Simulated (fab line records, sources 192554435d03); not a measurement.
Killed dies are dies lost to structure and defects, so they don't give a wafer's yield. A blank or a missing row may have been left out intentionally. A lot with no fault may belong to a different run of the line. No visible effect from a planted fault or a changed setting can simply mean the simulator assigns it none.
fab line records + flow n5_finfet
[record]
- lots = 7
- wafers = 39
route steps=1938 shown MOL_CONTACT_COAG@563 BEOL_M3@931 BEOL_M5@1116
start_h: the number of hours between the record's first day and the start of the first shown wafer of the lot + wait_h: hours elapsed since this lot's preceding step + " unchanged from the row above + L1.1+2: several wafers, shown together as one row + - no value, or no start was given + * or withheld: withheld + < > ~ a bound
route shown NAME@n: NAME is a module with steps in the file, n the number in the route of the first one + usual: the fault-free wafers' mean and standard deviation + same: alike in all rows + chamber/n: place in a boat + sites: the reading at each site + _std_site: the values' standard deviation + _edge_site: outer sites' mean less inner sites' + radius_mm: for every site, how far away it sits from the centre of the wafer + mask NAME#n: copy n + behind: the most recent tool/chamber to have shaped the wafer + hold: why the lot was held/for how many hours/how that ended + device: names the non-switching transistor (n, p or np) + end of line: at the end of the route, the tests of the same wafers + a step without rows: its recipe alone + killed: the dies lost at the first sort to structure and to defects; this is not the yield of the wafer + map: a wafer's dies, marking killed ones x, the rest . and places with no die _
set.NAME: the setting as run; set.NAME@STEP: as run at that earlier step + model.NAME: the simulator's own value behind a step, which no gauge read
lots with deliberately changed settings; one table per step, one row per wafer
[[steps]]
[step N5_MOL_CONTACT_COAG_PECVD_31]
[recipe]
- material = SiO2
- target_thk_a = 460
- temp_c = 400
- precursor = TEOS/O2
- pressure_torr = 6.5
- rf_w = withheld
- teos_flow_sccm = withheld
- gas = O2
- flow_sccm = 2650
- time_s = 8.9
| lot.wafer | tool     | chamber | start_h | wait_h | set.time_s | model.SiO2_of_MOL_CONTACT_COAG_PECVD_31.thk_nm |
|-----------|----------|---------|---------|--------|------------|------------------------------------------------|
| L087.1    | pecvd-04 | 0       | 181.61  | 0.3    | 8.9        | 46.8                                           |
| L087.2    | "        | 2       | "       | "      | 5.636      | 30.4                                           |
| L087.3    | "        | 1       | "       | "      | 8.9        | 46                                             |
| L087.4    | "        | 2       | "       | "      | 8.9        | 46.4                                           |
| L087.5    | "        | 1       | "       | "      | 5.636      | 30.2                                           |
| L087.6    | "        | 0       | "       | "      | 5.636      | 30                                             |
| L088.1    | pecvd-01 | 2       | 184.16  | 0.3    | 11.72      | 59.2                                           |
| L088.2    | "        | 1       | "       | "      | 8.9        | 45                                             |
| L088.3    | "        | 0       | "       | "      | 8.9        | 45.6                                           |
| L088.4    | "        | 2       | "       | "      | 11.72      | 59.8                                           |
| L088.5    | "        | 0       | "       | "      | 11.72      | 60.8                                           |
| L088.6    | "        | 1       | "       | "      | 8.9        | 46.2                                           |
| L092.1    | pecvd-04 | 2       | 211.41  | 0.3    | 3.729      | 19.8                                           |
| L092.2    | "        | 1       | "       | "      | 3.729      | 20                                             |
| L092.3    | "        | 0       | "       | "      | 8.9        | 45.6                                           |
| L092.4    | "        | 2       | "       | "      | 8.9        | 46.8                                           |
| L092.5    | "        | 0       | "       | "      | 3.729      | 20.6                                           |
| L092.6    | "        | 1       | "       | "      | 8.9        | 46.2                                           |
| L093.1    | pecvd-02 | 1       | 211.85  | 0.3    | 8.9        | 45.8                                           |
| L093.2+3  | "        | 2,0     | "       | "      | 8.9        | 46.6                                           |
| L093.4    | "        | 1       | "       | "      | 8.9        | 47                                             |
| L093.5    | "        | 0       | "       | "      | 8.9        | 47.4                                           |
| L093.6    | "        | 2       | "       | "      | 8.9        | 46.8                                           |
| L094.1+5  | pecvd-04 | 0       | 218.71  | 0.3    | 8.9        | 45.6                                           |
| L094.6    | "        | 1       | "       | "      | 8.9        | 46.2                                           |
| L096.1    | pecvd-04 | 2       | 227.57  | 0.3    | 8.9        | 46.2                                           |
| L096.2    | "        | 0       | "       | "      | 8.9        | 46                                             |
| L096.3    | "        | 1       | "       | "      | 8.9        | 45.6                                           |
| L096.4+5  | "        | 1,0     | "       | "      | 8.9        | 46.4                                           |
| L096.6    | "        | 2       | "       | "      | 8.9        | 47                                             |
| L097.1    | pecvd-02 | 1       | 237.49  | 0.3    | 8.9        | 45.6                                           |
| L097.2    | "        | 2       | "       | "      | 8.9        | 46                                             |
| L097.3    | "        | 0       | "       | "      | 8.9        | 45.8                                           |
| L097.4    | "        | 1       | "       | "      | 8.9        | 46.4                                           |
| L097.5    | "        | 2       | "       | "      | 8.9        | 47                                             |
| L097.6    | "        | 0       | "       | "      | 8.9        | 46.6                                           |
[step N5_MOL_CONTACT_COAG_COAT_75]
[recipe]
- resist = SOC
- temp_c = 250
- time_s = 60
- spin_rpm = 1500
- resist_thk_nm = 60
[step N5_MOL_CONTACT_COAG_COAT_76]
[recipe]
- resist = SiARC
- temp_c = 220
- time_s = 60
- spin_rpm = 1500
- resist_thk_nm = 10
[step N5_MOL_CONTACT_COAG_ETCHBACK_135]
[recipe]
- chemistry = CHF3
- target = SiO2
- target_depth_a = 250
- time_s = 16.7
- ion_energy_ev = 200
- pressure_mtorr = 30
- source_w = 610
- bias_w = 170
- Ar_flow_sccm = 200
- CHF3_flow_sccm = 50
[step N5_MOL_CONTACT_COAG_STRIP_118]
[recipe]
- chemistry = CHF3
- resist = SiARC
- rf_frequency_hz = 6e+07
[step N5_MOL_CONTACT_COAG_VIA_ETCH_46]
[recipe]
- chemistry = C4F6/O2
- target_depth_a = 460
- overetch_a = 92
- mask_material = SOC
- target = SiO2
- bias_w = 455
- pressure_mtorr = 10
- time_s = 40
- source_w = 325
- Ar_flow_sccm = 300
- C4F6_flow_sccm = 10
- O2_flow_sccm = 10
- ion_energy_ev = 575.3
- ends = end_point
| lot.wafer | tool        | chamber | start_h | wait_h | set.time_s@MOL_CONTACT_COAG_PECVD_31 | model.etch.depth_nm |
|-----------|-------------|---------|---------|--------|--------------------------------------|---------------------|
| L087.1    | rie_diel-04 | 3       | 183.07  | 0.0    | 8.9                                  | 46.87               |
| L087.2    | "           | 1       | "       | "      | 5.636                                | 30.31               |
| L087.3    | "           | 2       | "       | "      | 8.9                                  | 46.05               |
| L087.4    | "           | 0       | "       | "      | 8.9                                  | 46.38               |
| L087.5    | "           | 3       | "       | "      | 5.636                                | 30.16               |
| L087.6    | "           | 0       | "       | "      | 5.636                                | 30.06               |
| L088.1    | rie_diel-02 | 0       | 185.32  | 0.0    | 11.72                                | 54.73               |
| L088.2    | "           | 2       | "       | "      | 8.9                                  | 45.06               |
| L088.3    | "           | 3       | "       | "      | 8.9                                  | 45.66               |
| L088.4    | "           | 1       | "       | "      | 11.72                                | 56.06               |
| L088.5    | "           | 2       | "       | "      | 11.72                                | 54.43               |
| L088.6    | "           | 3       | "       | "      | 8.9                                  | 46.17               |
| L092.1    | rie_diel-02 | 1       | 212.48  | 0.0    | 3.729                                | 19.89               |
| L092.2    | "           | 3       | "       | "      | 3.729                                | 19.91               |
| L092.3    | "           | 2       | "       | "      | 8.9                                  | 45.69               |
| L092.4    | "           | 0       | "       | "      | 8.9                                  | 46.79               |
| L092.5    | "           | 0       | "       | "      | 3.729                                | 20.66               |
| L092.6    | "           | 3       | "       | "      | 8.9                                  | 46.21               |
| L093.1    | rie_diel-02 | 3       | 213.76  | 0.0    | 8.9                                  | 45.84               |
| L093.2    | "           | 1       | "       | "      | 8.9                                  | 46.62               |
| L093.3    | "           | 2       | "       | "      | 8.9                                  | 46.66               |
| L093.4    | "           | 0       | "       | "      | 8.9                                  | 46.9                |
| L093.5    | "           | 0       | "       | "      | 8.9                                  | 47.4                |
| L093.6    | "           | 1       | "       | "      | 8.9                                  | 46.76               |
| L094.1    | rie_diel-02 | 3       | 220.83  | 0.0    | 8.9                                  | 45.67               |
| L094.5    | "           | 2       | "       | "      | 8.9                                  | 45.6                |
| L094.6    | "           | 1       | "       | "      | 8.9                                  | 46.11               |
| L096.1    | rie_diel-04 | 3       | 229.66  | 0.0    | 8.9                                  | 46.18               |
| L096.2    | "           | 0       | "       | "      | 8.9                                  | 46.02               |
| L096.3    | "           | 2       | "       | "      | 8.9                                  | 45.68               |
| L096.4    | "           | 1       | "       | "      | 8.9                                  | 46.47               |
| L096.5    | "           | 0       | "       | "      | 8.9                                  | 46.33               |
| L096.6    | "           | 3       | "       | "      | 8.9                                  | 47.01               |
| L097.1    | rie_diel-02 | 3       | 239.88  | 0.0    | 8.9                                  | 45.52               |
| L097.2    | "           | 2       | "       | "      | 8.9                                  | 45.99               |
| L097.3    | "           | 0       | "       | "      | 8.9                                  | 45.84               |
| L097.4    | "           | 1       | "       | "      | 8.9                                  | 46.41               |
| L097.5    | "           | 3       | "       | "      | 8.9                                  | 46.98               |
| L097.6    | "           | 2       | "       | "      | 8.9                                  | 46.62               |
[step N5_BEOL_M3_ILD_DEP_00]
[recipe]
- material = SiOC
- target_thk_a = 790
- temp_c = 350
- precursor = DEMS/O2
- pressure_torr = 5
- rf_w = 500
- time_s = 15.3
| lot.wafer | tool     | chamber | start_h | wait_h | set.time_s | model.SiOC_of_BEOL_M3_ILD_DEP_00.thk_nm |
|-----------|----------|---------|---------|--------|------------|-----------------------------------------|
| L087.1+5  | pecvd-01 | 0,1     | 228.61  | 0.0    | 15.3       | 78.6                                    |
| L087.2    | "        | 1       | "       | "      | 10.58      | 54                                      |
| L087.3    | "        | 1       | "       | "      | 10.58      | 53.4                                    |
| L087.4    | "        | 0       | "       | "      | 10.58      | 55.2                                    |
| L087.6    | "        | 0       | "       | "      | 15.3       | 79.4                                    |
| L088.1    | pecvd-04 | 2       | 228.96  | 0.0    | 18.55      | 94                                      |
| L088.2    | "        | 1       | "       | "      | 15.3       | 78.4                                    |
| L088.3    | "        | 0       | "       | "      | 15.3       | 77.8                                    |
| L088.4    | "        | 0       | "       | "      | 18.55      | 96                                      |
| L088.5    | "        | 2       | "       | "      | 15.3       | 79.4                                    |
| L088.6    | "        | 1       | "       | "      | 18.55      | 96.4                                    |
| L092.1    | pecvd-04 | 1       | 255.10  | 0.0    | 7.174      | 36.8                                    |
| L092.2    | "        | 0       | "       | "      | 7.174      | 37.6                                    |
| L092.3    | "        | 2       | "       | "      | 7.174      | 37                                      |
| L092.4    | "        | 0       | "       | "      | 15.3       | 79.6                                    |
| L092.5    | "        | 2       | "       | "      | 15.3       | 79.4                                    |
| L092.6    | "        | 1       | "       | "      | 15.3       | 80                                      |
| L093.1    | pecvd-03 | 2       | 267.29  | 0.0    | 15.3       | 77.8                                    |
| L093.2    | "        | 1       | "       | "      | 15.3       | 79                                      |
| L093.3    | "        | 0       | "       | "      | 11.15      | 58.4                                    |
| L093.4    | "        | 2       | "       | "      | 11.15      | 58.2                                    |
| L093.5    | "        | 1       | "       | "      | 15.3       | 80.4                                    |
| L093.6    | "        | 0       | "       | "      | 11.15      | 59.8                                    |
| L094.1    | pecvd-04 | 2       | 270.43  | 0.0    | 15.3       | 77.8                                    |
| L094.5    | "        | 2       | "       | "      | 15.3       | 78.4                                    |
| L094.6    | "        | 1       | "       | "      | 15.3       | 79.8                                    |
| L096.1    | pecvd-03 | 2       | 275.87  | 0.0    | 15.3       | 76.2                                    |
| L096.2    | "        | 1       | "       | "      | 19.03      | 95.4                                    |
| L096.3    | "        | 1       | "       | "      | 19.03      | 97.8                                    |
| L096.4    | "        | 2       | "       | "      | 15.3       | 77.8                                    |
| L096.5    | "        | 1       | "       | "      | 15.3       | 78.2                                    |
| L096.6    | "        | 2       | "       | "      | 19.03      | 96                                      |
| L097.1    | pecvd-03 | 1       | 283.14  | 0.0    | 23.4       | 120                                     |
| L097.2    | "        | 2       | "       | "      | 15.3       | 78.6                                    |
| L097.3+6  | "        | 2       | "       | "      | 23.4       | 120.2                                   |
| L097.4+5  | "        | 1       | "       | "      | 15.3       | 80                                      |
[step N5_BEOL_M3_THK_MEAS_01]
[recipe]
- reads = SiOC_of_BEOL_M3_ILD_DEP_00
[usual]
- M3_ILD_THK = 79.0/1.1
| lot.wafer | tool          | chamber | start_h | wait_h | set.time_s@BEOL_M3_ILD_DEP_00 | M3_ILD_THK[nm] |
|-----------|---------------|---------|---------|--------|-------------------------------|----------------|
| L087.1    | film_metro-01 | -       | 228.70  | 0.1    | 15.3                          | 78.6           |
| L087.2    | "             | -       | "       | "      | 10.58                         | 54.1           |
| L087.3    | "             | -       | "       | "      | 10.58                         | 53.5           |
| L087.4    | "             | -       | "       | "      | 10.58                         | 55.2           |
| L087.5    | "             | -       | "       | "      | 15.3                          | 78.7           |
| L087.6    | "             | -       | "       | "      | 15.3                          | 79.4           |
| L088.1    | film_metro-02 | -       | 229.03  | 0.0    | 18.55                         | 94.0           |
| L088.2    | "             | -       | "       | "      | 15.3                          | 78.5           |
| L088.3    | "             | -       | "       | "      | 15.3                          | 77.8           |
| L088.4    | "             | -       | "       | "      | 18.55                         | 95.8           |
| L088.5    | "             | -       | "       | "      | 15.3                          | 79.3           |
| L088.6    | "             | -       | "       | "      | 18.55                         | 96.3           |
| L092.1    | film_metro-01 | -       | 255.17  | 0.0    | 7.174                         | 36.8           |
| L092.2    | "             | -       | "       | "      | 7.174                         | 37.7           |
| L092.3    | "             | -       | "       | "      | 7.174                         | 37.0           |
| L092.4    | "             | -       | "       | "      | 15.3                          | 79.7           |
| L092.5    | "             | -       | "       | "      | 15.3                          | 79.3           |
| L092.6    | "             | -       | "       | "      | 15.3                          | 80.0           |
| L093.1    | film_metro-01 | -       | 267.36  | 0.0    | 15.3                          | 77.9           |
| L093.2    | "             | -       | "       | "      | 15.3                          | 79.0           |
| L093.3    | "             | -       | "       | "      | 11.15                         | 58.3           |
| L093.4    | "             | -       | "       | "      | 11.15                         | 58.2           |
| L093.5    | "             | -       | "       | "      | 15.3                          | 80.5           |
| L093.6    | "             | -       | "       | "      | 11.15                         | 59.8           |
| L094.1    | film_metro-01 | -       | 270.50  | 0.0    | 15.3                          | 77.7           |
| L094.5    | "             | -       | "       | "      | 15.3                          | 78.4           |
| L094.6    | "             | -       | "       | "      | 15.3                          | 79.9           |
| L096.1    | film_metro-01 | -       | 275.95  | 0.1    | 15.3                          | 76.2           |
| L096.2    | "             | -       | "       | "      | 19.03                         | 95.4           |
| L096.3    | "             | -       | "       | "      | 19.03                         | 97.8           |
| L096.4    | "             | -       | "       | "      | 15.3                          | 77.8           |
| L096.5    | "             | -       | "       | "      | 15.3                          | 78.3           |
| L096.6    | "             | -       | "       | "      | 19.03                         | 96.1           |
| L097.1    | film_metro-01 | -       | 283.22  | 0.1    | 23.4                          | 119.8          |
| L097.2    | "             | -       | "       | "      | 15.3                          | 78.6           |
| L097.3    | "             | -       | "       | "      | 23.4                          | 120.1          |
| L097.4    | "             | -       | "       | "      | 15.3                          | 80.0           |
| L097.5    | "             | -       | "       | "      | 15.3                          | 80.1           |
| L097.6    | "             | -       | "       | "      | 23.4                          | 120.2          |
[step N5_BEOL_M5_HM_DEP_02]
[recipe]
- material = TiN
- target_thk_a = 200
- temp_c = 25
- chamber_pressure_pa = 0.49996
| lot.wafer  | tool           | chamber | start_h | wait_h | set.target_thk_a | model.TiN_of_BEOL_M5_HM_DEP_02.thk_nm |
|------------|----------------|---------|---------|--------|------------------|---------------------------------------|
| L087.1+2+4 | pvd_sputter-01 | -       | 252.03  | 0.8    | 292.4            | 29.6                                  |
| L087.3     | "              | -       | "       | "      | 200              | 20.8                                  |
| L087.5+6   | "              | -       | "       | "      | 200              | 20.4                                  |
| L088.1     | pvd_sputter-01 | -       | 252.13  | 0.7    | 293.9            | 30.2                                  |
| L088.2+5   | "              | -       | "       | "      | 293.9            | 29.8                                  |
| L088.3+4   | "              | -       | "       | "      | 200              | 20.4                                  |
| L088.6     | "              | -       | "       | "      | 200              | 20.6                                  |
| L092.1+4   | pvd_sputter-02 | -       | 282.08  | 0.9    | 165.6            | 16.4                                  |
| L092.2     | "              | -       | "       | "      | 165.6            | 16.8                                  |
| L092.3     | "              | -       | "       | "      | 200              | 20.2                                  |
| L092.5     | "              | -       | "       | "      | 200              | 20                                    |
| L092.6     | "              | -       | "       | "      | 200              | 19.8                                  |
| L093.1+5   | pvd_sputter-02 | -       | 288.04  | 0.5    | 200              | 20                                    |
| L093.2+4   | "              | -       | "       | "      | 200              | 20.2                                  |
| L093.3     | "              | -       | "       | "      | 200              | 20.6                                  |
| L093.6     | "              | -       | "       | "      | 200              | 20.4                                  |
| L094.1+5   | pvd_sputter-02 | -       | 291.40  | 0.8    | 200              | 19.8                                  |
| L094.6     | "              | -       | "       | "      | 200              | 20.2                                  |
| L096.1     | pvd_sputter-02 | -       | 298.82  | 2.0    | 200              | 20.2                                  |
| L096.2     | "              | -       | "       | "      | 242.7            | 24.4                                  |
| L096.3     | "              | -       | "       | "      | 200              | 19.6                                  |
| L096.4     | "              | -       | "       | "      | 242.7            | 24                                    |
| L096.5     | "              | -       | "       | "      | 242.7            | 24.2                                  |
| L096.6     | "              | -       | "       | "      | 200              | 19.8                                  |
| L097.1     | pvd_sputter-02 | -       | 313.63  | 0.0    | 92.01            | 9.4                                   |
| L097.2     | "              | -       | "       | "      | 92.01            | 9                                     |
| L097.3+4   | "              | -       | "       | "      | 200              | 19.8                                  |
| L097.5     | "              | -       | "       | "      | 92.01            | 9.6                                   |
| L097.6     | "              | -       | "       | "      | 200              | 20.2                                  |
[step N5_BEOL_M5_COAT_59]
[recipe]
- resist = SOC
- temp_c = 250
- time_s = 60
- spin_rpm = 1500
- resist_thk_nm = 60
[step N5_BEOL_M5_COAT_60]
[recipe]
- resist = SiARC
- temp_c = 220
- time_s = 60
- spin_rpm = 1500
- resist_thk_nm = 12
[step N5_BEOL_M5_STRIP_73]
[recipe]
- chemistry = N2/H2
- temp_c = 40
- n2_flow_sccm = 200
- h2_flow_sccm = 200
- rf_frequency_hz = 6e+07
[step N5_BEOL_M5_STRIP_64]
[recipe]
- chemistry = CF4
- resist = SiARC
- power_w = 300
- bias_power_w = 75
- pressure_mtorr = 50
- cf4_flow_sccm = 150
- rf_frequency_hz = 6e+07
[step N5_BEOL_M5_HM_OPEN_17]
[recipe]
- chemistry = Cl2/BCl3
- target_depth_a = 200
- overetch_a = 60
- target = TiN
- mask_material = SOC
- ion_energy_ev = 150
- pressure_mtorr = 10
- icp_w = 1000
- bias_w = 126
- Cl2_flow_sccm = 53.25
- bcl3_flow_sccm = 21.75
- Ar_flow_sccm = 25
| lot.wafer | tool         | chamber | start_h | wait_h | set.target_thk_a@BEOL_M5_HM_DEP_02 | model.etch.depth_nm |
|-----------|--------------|---------|---------|--------|------------------------------------|---------------------|
| L087.1    | rie_metal-03 | 0       | 252.92  | 0.0    | 292.4                              | 26.12               |
| L087.2    | "            | 0       | "       | "      | 292.4                              | 26.1                |
| L087.3    | "            | 0       | "       | "      | 200                                | 20.77               |
| L087.4    | "            | 0       | "       | "      | 292.4                              | 26.04               |
| L087.5    | "            | 0       | "       | "      | 200                                | 20.42               |
| L087.6    | "            | 0       | "       | "      | 200                                | 20.39               |
| L088.1    | rie_metal-01 | 1       | 253.14  | 0.0    | 293.9                              | 25.21               |
| L088.2    | "            | 1       | "       | "      | 293.9                              | 25.07               |
| L088.3    | "            | 1       | "       | "      | 200                                | 20.39               |
| L088.4    | "            | 1       | "       | "      | 200                                | 20.41               |
| L088.5    | "            | 1       | "       | "      | 293.9                              | 25.06               |
| L088.6    | "            | 1       | "       | "      | 200                                | 20.69               |
| L092.1    | rie_metal-03 | 1       | 283.05  | 0.0    | 165.6                              | 16.46               |
| L092.2    | "            | 0       | "       | "      | 165.6                              | 16.89               |
| L092.3    | "            | 1       | "       | "      | 200                                | 20.12               |
| L092.4    | "            | 0       | "       | "      | 165.6                              | 16.42               |
| L092.5    | "            | 0       | "       | "      | 200                                | 19.9                |
| L092.6    | "            | 1       | "       | "      | 200                                | 19.84               |
| L093.1    | rie_metal-01 | 0       | 289.99  | 0.0    | 200                                | 20.05               |
| L093.2    | "            | 1       | "       | "      | 200                                | 20.28               |
| L093.3    | "            | 1       | "       | "      | 200                                | 20.64               |
| L093.4    | "            | 0       | "       | "      | 200                                | 20.27               |
| L093.5    | "            | 1       | "       | "      | 200                                | 20.09               |
| L093.6    | "            | 0       | "       | "      | 200                                | 20.34               |
| L094.1    | rie_metal-02 | 0       | 292.44  | 0.0    | 200                                | 19.84               |
| L094.5    | "            | 0       | "       | "      | 200                                | 19.73               |
| L094.6    | "            | 1       | "       | "      | 200                                | 20.23               |
| L096.1    | rie_metal-02 | 0       | 299.58  | 0.0    | 200                                | 20.21               |
| L096.2    | "            | 1       | "       | "      | 242.7                              | 24.34               |
| L096.3    | "            | 1       | "       | "      | 200                                | 19.65               |
| L096.4    | "            | 0       | "       | "      | 242.7                              | 24.02               |
| L096.5    | "            | 0       | "       | "      | 242.7                              | 24.21               |
| L096.6    | "            | 1       | "       | "      | 200                                | 19.72               |
| L097.1    | rie_metal-03 | 1       | 315.47  | 0.0    | 92.01                              | 9.437               |
| L097.2    | "            | 0       | "       | "      | 92.01                              | 8.967               |
| L097.3    | "            | 0       | "       | "      | 200                                | 19.88               |
| L097.4    | "            | 1       | "       | "      | 200                                | 19.9                |
| L097.5    | "            | 1       | "       | "      | 92.01                              | 9.619               |
| L097.6    | "            | 0       | "       | "      | 200                                | 20.21               |
[step N5_BEOL_M5_STRIP_19]
[recipe]
- chemistry = O2
- power_w = 400
- temp_c = 40
- pressure_mtorr = 30
- rf_frequency_hz = 6e+07
- bias_power_w = 0
- overash_fraction = 0.2
- o2_flow_sccm = 225
[step N5_BEOL_M5_ETCH_41]
[recipe]
- chemistry = CH3F/O2
- target = SiCN
- target_depth_a = 315
- taper_deg = 2
- time_s = 56.7
- ion_energy_ev = 120
- mask_material = TiN
- pressure_mtorr = 30
- source_w = 395
- bias_w = 75
- Ar_flow_sccm = 150
- CH3F_flow_sccm = 30
- O2_flow_sccm = 20
[step N5_BEOL_M5_STRIP_91]
[recipe]
- chemistry = N2/H2
- time_s = 10
- power_w = 450
- temp_c = 40
- pressure_mtorr = 20
- rf_frequency_hz = 6e+07
- bias_power_w = 7
- n2_flow_sccm = 200
- h2_flow_sccm = 200
[step N5_BEOL_M5_OCD_MEAS_38]
[usual]
- trench_depth_nm = 71.2/1.3
| lot.wafer | tool   | chamber | start_h | wait_h | set.target_thk_a@BEOL_M5_HM_DEP_02 | trench_depth_nm |
|-----------|--------|---------|---------|--------|------------------------------------|-----------------|
| L088.1    | ocd-02 | -       | 255.07  | -      | 293.9                              | 0.3             |
| L088.2    | "      | -       | "       | "      | 293.9                              | 1.1             |
| L088.3    | "      | -       | "       | "      | 200                                | 71.7            |
| L088.4    | "      | -       | "       | "      | 200                                | 73.0            |
| L088.5    | "      | -       | "       | "      | 293.9                              | 0.9             |
| L088.6    | "      | -       | "       | "      | 200                                | 72.9            |
| L087.1    | ocd-02 | -       | 255.97  | -      | 292.4                              | 12.5            |
| L087.2    | "      | -       | "       | "      | 292.4                              | 12.2            |
| L087.3    | "      | -       | "       | "      | 200                                | 71.6            |
| L087.4    | "      | -       | "       | "      | 292.4                              | 12.6            |
| L087.5    | "      | -       | "       | "      | 200                                | 69.9            |
| L087.6    | "      | -       | "       | "      | 200                                | 72.6            |
| L092.1    | ocd-01 | -       | 285.10  | -      | 165.6                              | 71.8            |
| L092.2    | "      | -       | "       | "      | 165.6                              | 69.3            |
| L092.3    | "      | -       | "       | "      | 200                                | 71.5            |
| L092.4    | "      | -       | "       | "      | 165.6                              | 70.5            |
| L092.5    | "      | -       | "       | "      | 200                                | 70.2            |
| L092.6    | "      | -       | "       | "      | 200                                | 71.4            |
| L093.1    | ocd-02 | -       | 291.33  | -      | 200                                | 71.6            |
| L093.2    | "      | -       | "       | "      | 200                                | 69.6            |
| L093.3    | "      | -       | "       | "      | 200                                | 70.9            |
| L093.4    | "      | -       | "       | "      | 200                                | 71.8            |
| L093.5    | "      | -       | "       | "      | 200                                | 68.7            |
| L093.6    | "      | -       | "       | "      | 200                                | 71.6            |
| L094.1    | ocd-02 | -       | 293.93  | -      | 200                                | 72.3            |
| L094.5    | "      | -       | "       | "      | 200                                | 71.2            |
| L094.6    | "      | -       | "       | "      | 200                                | 71.8            |
| L096.1    | ocd-01 | -       | 300.89  | -      | 200                                | 69.5            |
| L096.2    | "      | -       | "       | "      | 242.7                              | 73.1            |
| L096.3    | "      | -       | "       | "      | 200                                | 70.9            |
| L096.4    | "      | -       | "       | "      | 242.7                              | 72.4            |
| L096.5    | "      | -       | "       | "      | 242.7                              | 73.0            |
| L096.6    | "      | -       | "       | "      | 200                                | 70.9            |
| L097.1    | ocd-02 | -       | 316.67  | -      | 92.01                              | 71.4            |
| L097.2    | "      | -       | "       | "      | 92.01                              | 68.9            |
| L097.3    | "      | -       | "       | "      | 200                                | 71.6            |
| L097.4    | "      | -       | "       | "      | 200                                | 74.9            |
| L097.5    | "      | -       | "       | "      | 92.01                              | 70.1            |
| L097.6    | "      | -       | "       | "      | 200                                | 74.0            |
[[key]]
[split]
- step = N5_MOL_CONTACT_COAG_PECVD_31
- setting = time_s
- stated = 8.9
- by = wafer
[response]
- step = N5_MOL_CONTACT_COAG_PECVD_31
- reading = model.SiO2_of_MOL_CONTACT_COAG_PECVD_31.thk_nm
- change = +0.448
- per = 1%
- r = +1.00
[response]
- step = N5_MOL_CONTACT_COAG_VIA_ETCH_46
- reading = model.etch.depth_nm
- change = +0.421
- per = 1%
- r = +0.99
[split]
- step = N5_BEOL_M3_ILD_DEP_00
- setting = time_s
- stated = 15.3
- by = wafer
[response]
- step = N5_BEOL_M3_ILD_DEP_00
- reading = model.SiOC_of_BEOL_M3_ILD_DEP_00.thk_nm
- change = +0.783
- per = 1%
- r = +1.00
[response]
- step = N5_BEOL_M3_THK_MEAS_01
- reading = M3_ILD_THK
- change = +0.782
- per = 1%
- r = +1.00
[split]
- step = N5_BEOL_M5_HM_DEP_02
- setting = target_thk_a
- stated = 200
- by = wafer
[response]
- step = N5_BEOL_M5_HM_DEP_02
- reading = model.TiN_of_BEOL_M5_HM_DEP_02.thk_nm
- change = +0.198
- per = 1%
- r = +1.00
[response]
- step = N5_BEOL_M5_HM_OPEN_17
- reading = model.etch.depth_nm
- change = +0.15
- per = 1%
- r = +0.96
[response]
- step = N5_BEOL_M5_OCD_MEAS_38
- reading = trench_depth_nm
- shape = bent
- at_lowest = 70.1
- at_stated = 71.5
- at_highest = 0.8
